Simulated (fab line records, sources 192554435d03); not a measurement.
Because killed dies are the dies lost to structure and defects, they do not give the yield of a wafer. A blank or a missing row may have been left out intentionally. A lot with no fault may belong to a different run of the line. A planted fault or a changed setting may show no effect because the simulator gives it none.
Which tool did it? + flow n5 finfet + Sampling: 24 lots, 72 wafers, 3 of 1938 route steps

## WHAT THE GAUGES READ, wafer by wafer
N5_MOL_CONTACT_COAG_OVL_MEAS_09.
| lot  | measured     | on         | CA_OVL (nm)    |
|------|--------------|------------|----------------|
| L074 | day 4 19:21  | overlay-02 | 0.3 0.4 -0.2   |
| L075 | day 5 02:01  | overlay-01 | -1.0 -0.1 -1.0 |
| L076 | day 5 08:41  | overlay-02 | -0.1 1.1 -0.1  |
| L077 | day 5 09:53  | overlay-02 | -1.0 -1.0 -0.9 |
| L078 | day 5 22:32  | overlay-02 | -0.5 -0.8 -0.9 |
| L079 | day 6 00:08  | overlay-02 | -0.7 0.5 -0.3  |
| L080 | day 6 05:02  | overlay-01 | -0.7 -0.7 0.0  |
| L081 | day 6 10:56  | overlay-02 | -0.3 -0.5 -0.1 |
| L082 | day 6 21:31  | overlay-02 | 0.2 1.9 0.5    |
| L083 | day 7 02:57  | overlay-01 | 0.6 0.5 1.1    |
| L084 | day 7 10:07  | overlay-02 | -0.6 -0.2 0.7  |
| L085 | day 7 17:46  | overlay-02 | -0.1 -0.4 0.2  |
| L086 | day 7 19:12  | overlay-01 | -1.8 -0.3 -0.5 |
| L087 | day 8 02:26  | overlay-02 | -0.6 0.1 -0.1  |
| L088 | day 8 03:31  | overlay-01 | -1.0 -1.3 -1.4 |
| L089 | day 8 08:49  | overlay-02 | 1.2 0.7 0.4    |
| L090 | day 8 15:50  | overlay-02 | -0.5 0.1 -0.6  |
| L091 | day 8 22:46  | overlay-01 | -1.1 -0.6 -0.2 |
| L092 | day 9 04:27  | overlay-02 | 0.8 0.2 0.2    |
| L093 | day 9 14:31  | overlay-01 | -0.6 -0.9 -0.8 |
| L094 | day 9 16:45  | overlay-01 | -0.4 0.0 -0.5  |
| L095 | day 10 03:59 | overlay-02 | 1.0 0.7 -0.3   |
| L096 | day 10 05:50 | overlay-01 | 0.2 0.4 0.5    |
| L097 | day 10 16:07 | overlay-01 | -0.4 0.2 -1.5  |

## WHAT TOOL EACH LOT RAN ON (gives the tool, then ch and the chambers of the sampled wafers, and finally the start)
| lot  | N5_GATE_CUT_VAPOR_ETCH_48         | N5_GATE_CUT_CMP_61            |
|------|-----------------------------------|-------------------------------|
| L074 | rie metal-03 ch 0,1, day 4 16:14  | cmp-03 ch 0,1, day 4 18:47    |
| L075 | rie metal-01 ch 0, day 4 21:43    | cmp-01 ch 0,1,2, day 5 01:23  |
| L076 | rie metal-03 ch 0,1, day 5 02:53  | cmp-03 ch 0,1,2, day 5 08:00  |
| L077 | rie metal-03 ch 0,1, day 5 06:38  | cmp-01 ch 0,2, day 5 09:12    |
| L078 | rie metal-02 ch 1, day 5 19:25    | cmp-01 ch 0,3, day 5 21:59    |
| L079 | rie metal-01 ch 0,1, day 5 20:43  | cmp-01 ch 0,2, day 5 23:28    |
| L080 | rie metal-02 ch 1, day 6 01:41    | cmp-01 ch 0,2,3, day 6 04:22  |
| L081 | rie metal-01 ch 0,1, day 6 07:39  | cmp-01 ch 0,3, day 6 10:14    |
| L082 | rie metal-03 ch 0,1, day 6 18:23  | cmp-01 ch 2,3, day 6 20:58    |
| L083 | rie metal-01 ch 1, day 6 23:46    | cmp-03 ch 0,1, day 7 02:22    |
| L084 | rie metal-02 ch 0,1, day 7 06:59  | cmp-02 ch 0,1,3, day 7 09:33  |
| L085 | rie metal-03 ch 1, day 7 14:31    | cmp-01 ch 1,2, day 7 17:04    |
| L086 | rie metal-03 ch 0,1, day 7 16:05  | cmp-02 ch 0,2,3, day 7 18:38  |
| L087 | rie metal-02 ch 0,1, day 7 23:14  | cmp-03 ch 1,2,3, day 8 01:54  |
| L088 | rie metal-01 ch 0,1, day 8 00:24  | cmp-02 ch 0,2, day 8 02:58    |
| L089 | rie metal-02 ch 1, day 8 05:34    | cmp-01 ch 0,2,3, day 8 08:11  |
| L090 | rie metal-01 ch 0,1, day 8 12:40  | cmp-03 ch 0,1,3, day 8 15:19  |
| L091 | rie metal-01 ch 1, day 8 19:26    | cmp-02 ch 0,2,3, day 8 22:08  |
| L092 | rie metal-02 ch 0,1, day 9 01:18  | cmp-03 ch 1,2,3, day 9 03:57  |
| L093 | rie metal-02 ch 0, day 9 11:16    | cmp-03 ch 0,1, day 9 13:50    |
| L094 | rie metal-02 ch 0,1, day 9 13:31  | cmp-02 ch 0,2,3, day 9 16:04  |
| L095 | rie metal-03 ch 0,1, day 10 00:42 | cmp-03 ch 0,1,2, day 10 03:17 |
| L096 | rie metal-02 ch 0,1, day 10 02:43 | cmp-01 ch 0,2, day 10 05:16   |
| L097 | rie metal-01 ch 0,1, day 10 12:52 | cmp-03 ch 0,2,3, day 10 15:26 |
- N5_GATE_CUT_VAPOR_ETCH_48: etches TiN in BCl3/Cl2.
- N5_GATE_CUT_CMP_61: polishes, stops on SiNx, t overpolish 3 s.

## AS READ BY THE TOOLS THEMSELVES (means over the sampled wafers that have a number; for cases with no such wafer, the mark the record gives instead)
N5_GATE_CUT_VAPOR_ETCH_48.
| lot  | tool         | drypump motor current A (A) | oes product au (a.u.) |
|------|--------------|-----------------------------|-----------------------|
| L074 | rie metal-03 | 5.9                         | 0.67                  |
| L075 | rie metal-01 | 5.7                         | 0.60                  |
| L076 | rie metal-03 | 5.9                         | 0.69                  |
| L077 | rie metal-03 | 5.9                         | 0.66                  |
| L078 | rie metal-02 | 5.5                         | 0.76                  |
| L079 | rie metal-01 | 5.9                         | 0.66                  |
| L080 | rie metal-02 | 5.5                         | 0.75                  |
| L081 | rie metal-01 | 5.9                         | 0.66                  |
| L082 | rie metal-03 | 5.9                         | 0.66                  |
| L083 | rie metal-01 | 6.3                         | 0.77                  |
| L084 | rie metal-02 | 5.5                         | 0.80                  |
| L085 | rie metal-03 | 5.8                         | 0.63                  |
| L086 | rie metal-03 | 5.9                         | 0.68                  |
| L087 | rie metal-02 | 5.5                         | 0.79                  |
| L088 | rie metal-01 | 5.9                         | 0.91                  |
| L089 | rie metal-02 | 5.5                         | 0.74                  |
| L090 | rie metal-01 | 6.1                         | 0.83                  |
| L091 | rie metal-01 | 6.3                         | 0.75                  |
| L092 | rie metal-02 | 5.5                         | 0.78                  |
| L093 | rie metal-02 | 5.4                         | 0.88                  |
| L094 | rie metal-02 | 5.5                         | 0.78                  |
| L095 | rie metal-03 | 5.9                         | 0.65                  |
| L096 | rie metal-02 | 5.5                         | 0.78                  |
| L097 | rie metal-01 | 6.1                         | 0.81                  |

N5_GATE_CUT_CMP_61.
| lot  | tool   | motor current A (A) | slurry flow ml min |
|------|--------|---------------------|--------------------|
| L074 | cmp-03 | 12.4                | 150.0              |
| L075 | cmp-01 | 11.0                | 149.8              |
| L076 | cmp-03 | 11.9                | 150.3              |
| L077 | cmp-01 | 11.3                | 149.9              |
| L078 | cmp-01 | 11.6                | 150.3              |
| L079 | cmp-01 | 11.8                | 149.9              |
| L080 | cmp-01 | 11.4                | 150.0              |
| L081 | cmp-01 | 11.6                | 150.1              |
| L082 | cmp-01 | 11.0                | 149.9              |
| L083 | cmp-03 | 12.4                | 149.8              |
| L084 | cmp-02 | 11.2                | 149.9              |
| L085 | cmp-01 | 10.2                | 150.1              |
| L086 | cmp-02 | 11.9                | 150.0              |
| L087 | cmp-03 | 12.1                | 150.1              |
| L088 | cmp-02 | 11.2                | 149.8              |
| L089 | cmp-01 | 11.4                | 150.2              |
| L090 | cmp-03 | 12.5                | 149.5              |
| L091 | cmp-02 | 12.5                | 150.4              |
| L092 | cmp-03 | 12.0                | 150.4              |
| L093 | cmp-03 | 12.5                | 149.8              |
| L094 | cmp-02 | 12.7                | 149.8              |
| L095 | cmp-03 | 12.0                | 150.6              |
| L096 | cmp-01 | 10.9                | 149.8              |
| L097 | cmp-03 | 12.2                | 150.0              |

## THE ANSWER, worked out from the rows above alone
Rule: usual is defined by the lots themselves. The widest of any qualifying gaps counts: lots, ordered by their means at a reading, are off when they make up no more than a third of the lots, leave a main group of 4 or more, and stand apart from it by 3 or more times the standard deviation of that group's means. The tables above print the reading to a certain number of digits; a main group whose means all agree to those digits is not used. Also off: a lot with no number at a reading for which 4 or more lots have one. Any other lot the step has rows for is counted as sound. After the gauges, taken in route order, come the tools' own readings; for these a lot's mean is taken, as printed above. At the first step where some lot is off, the reading lying furthest off is the one used; lots without a number count as furthest.
No lot is off on any of the readings shown, so nothing can be concluded from this.

## WHAT THE SIMULATOR PUT IN
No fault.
